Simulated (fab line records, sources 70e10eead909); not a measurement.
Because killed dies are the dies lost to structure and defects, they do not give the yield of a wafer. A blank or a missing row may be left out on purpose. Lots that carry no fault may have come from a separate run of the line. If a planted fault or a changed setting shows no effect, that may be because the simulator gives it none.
2 desks, one fault | flow nand-harc | each desk holds nothing but its own numbers, with what lay behind them at the end

TOOL OWNER'S DESK, lpcvd-poly-04
The tool's own readings at NHARC_A_SOURCE_PLATE_CVD_03 (deposits poly-Si, target thk 200 nm, time 4000 s): means of the sampled wafers that have a number, for each lot that ran on this tool. If a lot's mean is further than 4 standard deviations from the usual mean, the lot is out of limits and carries the mark OUT (the distance appears in the brackets).
Columns: A = spike-tc-bottom-C at NHARC_A_SOURCE_PLATE_CVD_03, usual 640 C; B = spike-tc-centre-C at NHARC_A_SOURCE_PLATE_CVD_03, usual 619.7 C; C = spike-tc-lower-C at NHARC_A_SOURCE_PLATE_CVD_03, usual 619.7 C; D = spike-tc-top-C at NHARC_A_SOURCE_PLATE_CVD_03, usual 642.4 C; E = spike-tc-upper-C at NHARC_A_SOURCE_PLATE_CVD_03, usual 620.4 C; F = tube-center-temp-C at NHARC_A_SOURCE_PLATE_CVD_03, usual 620 C
lot  | first seen here | A              | B               | C               | D               | E               | F
L299 | day 7 10:25     | 643            | 619.8           | 619.4           | 642.0           | 620.1           | 620
L304 | day 9 05:30     | 657 (+5.8) OUT | 634.1 (+16) OUT | 632.8 (+10) OUT | 655.6 (+12) OUT | 633.6 (+11) OUT | 634 (+99 or more) OUT
L315 | day 14 07:13    | 643            | 619.6           | 619.4           | 642.0           | 620.0           | 620
L316 | day 14 07:13    | 644            | 618.8           | 618.1           | 641.8           | 618.8           | 620
L317 | day 14 14:32    | 643            | 619.5           | 618.9           | 642.7           | 619.4           | 620
L318 | day 14 23:10    | 643            | 619.8           | 620.0           | 643.2           | 618.5           | 620
L322 | day 17 00:53    | 644            | 620.3           | 618.9           | 642.5           | 619.4           | 620
Finding of this desk: L304 out of limits; the first was L304 at day 9 05:30, on spike-tc-bottom-C at NHARC_A_SOURCE_PLATE_CVD_03. In limits: L299, L315, L316, L317, L318, L322.

AT THE METROLOGY DESK
What the gauges read for every lot (on any tool): the sampled wafers with a number, averaged. If a lot's mean is further than 4 standard deviations from the usual mean, the lot is out of limits and carries the mark OUT (the distance appears in the brackets).
Columns: A = thk-nm at NHARC_A_SOURCE_PLATE_THK_MEAS_06, usual 200.2 nm
lot  | first seen here | A
L299 | day 7 20:51     | 202.6
L300 | day 8 07:22     | 197.9
L301 | day 8 16:47     | 201.6
L303 | day 9 09:11     | 201.3
L304 | day 9 18:01     | 274.8 (+36) OUT
L315 | day 14 17:31    | 202.8
L316 | day 14 17:31    | 201.2
L317 | day 15 00:57    | 199.1
L318 | day 15 09:51    | 202.1
L321 | day 16 21:06    | 195.7
L322 | day 17 11:14    | 198.0
Finding of this desk: L304 out of limits; the first was L304 at day 9 18:01, on thk-nm at NHARC_A_SOURCE_PLATE_THK_MEAS_06. In limits: L299, L300, L301, L303, L315, L316, L317, L318, L321, L322.

TAKEN TOGETHER
On L304, at day 9 05:30, an alarm was possible from the tool owner's desk.
L304 would have let the metrology desk raise an alarm at day 9 18:01.
All the named lots went through NHARC_A_SOURCE_PLATE_CVD_03 on lpcvd-poly-04.

WHAT THE SIMULATOR PUT IN
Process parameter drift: lpcvd-poly-04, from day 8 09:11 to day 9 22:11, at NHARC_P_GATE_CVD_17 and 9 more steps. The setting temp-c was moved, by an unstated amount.
Lots struck among those shown: L304.
Fault start to first reading out of limits, in hours, per desk: tool owner, 20; metrology, 33.
